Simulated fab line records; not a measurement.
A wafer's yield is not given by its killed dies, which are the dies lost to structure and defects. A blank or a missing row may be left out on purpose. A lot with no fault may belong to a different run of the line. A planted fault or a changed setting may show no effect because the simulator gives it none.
Which of the tools did it?	flow nand_harc	Sampling: 10 lots, 30 wafers, 4 of 1302 route steps

== WHAT THE GAUGES READ, wafer by wafer ==
NHARC_END_WLT_00.
lot	measured	on	VT_DECK1_BOTTOM
L791	day 25 01:41	prober-01	0.889 0.891 0.889
L793	day 25 09:33	prober-02	0.874 0.876 0.877
L796	day 26 10:34	prober-01	0.871 0.872 0.870
L795	day 26 10:34	prober-02	0.882 0.886 0.887
L797	day 27 05:25	prober-01	0.873 0.870 0.879
L803	day 29 07:20	prober-02	0.856 0.856 0.855
L806	day 31 11:14	prober-01	0.864 0.871 0.872
L805	day 31 19:05	prober-01	0.869 0.864 0.866
L812	day 33 08:28	prober-01	0.883 0.876 0.877
L813	day 33 17:59	prober-01	0.879 0.882 0.877

== EACH LOT AND THE TOOL THAT RAN IT (in order: tool; ch and the chambers of the sampled wafers; start) ==
lot	NHARC_A_BONDPAD_PVD_17	NHARC_THIN_TSV_DESCUM_14	NHARC_THIN_TSV_PVD_19
L791	pvd_sputter-01, day 23 21:25	rie_diel-09 ch 0,2,3, day 24 12:08	pvd_sputter-03, day 25 01:41 or earlier
L793	pvd_sputter-03, day 24 03:07	rie_diel-13 ch 0,2,3, day 24 17:19	pvd_sputter-03, day 25 09:33 or earlier
L796	pvd_sputter-03, day 25 08:40	rie_diel-13 ch 0,2,3, day 25 23:40	pvd_sputter-01, day 26 10:34 or earlier
L795	pvd_sputter-03, day 25 08:59	rie_diel-09 ch 1,2, day 25 22:34	pvd_sputter-02, day 26 10:34 or earlier
L797	pvd_sputter-02, day 26 00:20	rie_diel-13 ch 0,1,3, day 26 14:16	pvd_sputter-03, day 27 05:25 or earlier
L803	pvd_sputter-03, day 28 09:53	rie_diel-13 ch 2,3, day 28 21:01	pvd_sputter-03, day 29 07:20 or earlier
L806	pvd_sputter-03, day 30 08:53	rie_diel-13 ch 0,1,3, day 30 22:40	pvd_sputter-01, day 31 11:14 or earlier
L805	pvd_sputter-01, day 30 13:17	rie_diel-13 ch 0,1,2, day 31 03:29	pvd_sputter-03, day 31 19:05 or earlier
L812	pvd_sputter-03, day 32 06:01	rie_diel-09 ch 0,1,3, day 32 21:22	pvd_sputter-03, day 33 08:28 or earlier
L813	pvd_sputter-03, day 32 15:55	rie_diel-04 ch 0,2, day 33 05:41	pvd_sputter-02, day 33 17:59 or earlier
- NHARC_A_BONDPAD_PVD_17: deposits TaN, target thk 5 nm, time 8.06 s.
- NHARC_THIN_TSV_DESCUM_14: chemistry O2, time 3 s.
- NHARC_THIN_TSV_PVD_19: deposits TaN, target thk 20 nm.

== THE ANSWER, worked out from the rows above alone ==
Rule: the lots themselves supply what counts as usual. Put in order of their means at a reading, lots are off if they are a third of the lots or fewer, leave a main group of 4 or more, and stand apart from it by a gap of 3 or more times the standard deviation of the main group's means; of several such gaps the widest counts. If all means in a main group match to the digits the tables above print for the reading, that group is not used. A lot without any number at a reading at which 4 lots or more have one is off too. All remaining lots with rows at the step are treated as sound.
Across all readings shown, no lot is off: no conclusion can be drawn from this.

== WHAT WAS PUT IN BY THE SIMULATOR ==
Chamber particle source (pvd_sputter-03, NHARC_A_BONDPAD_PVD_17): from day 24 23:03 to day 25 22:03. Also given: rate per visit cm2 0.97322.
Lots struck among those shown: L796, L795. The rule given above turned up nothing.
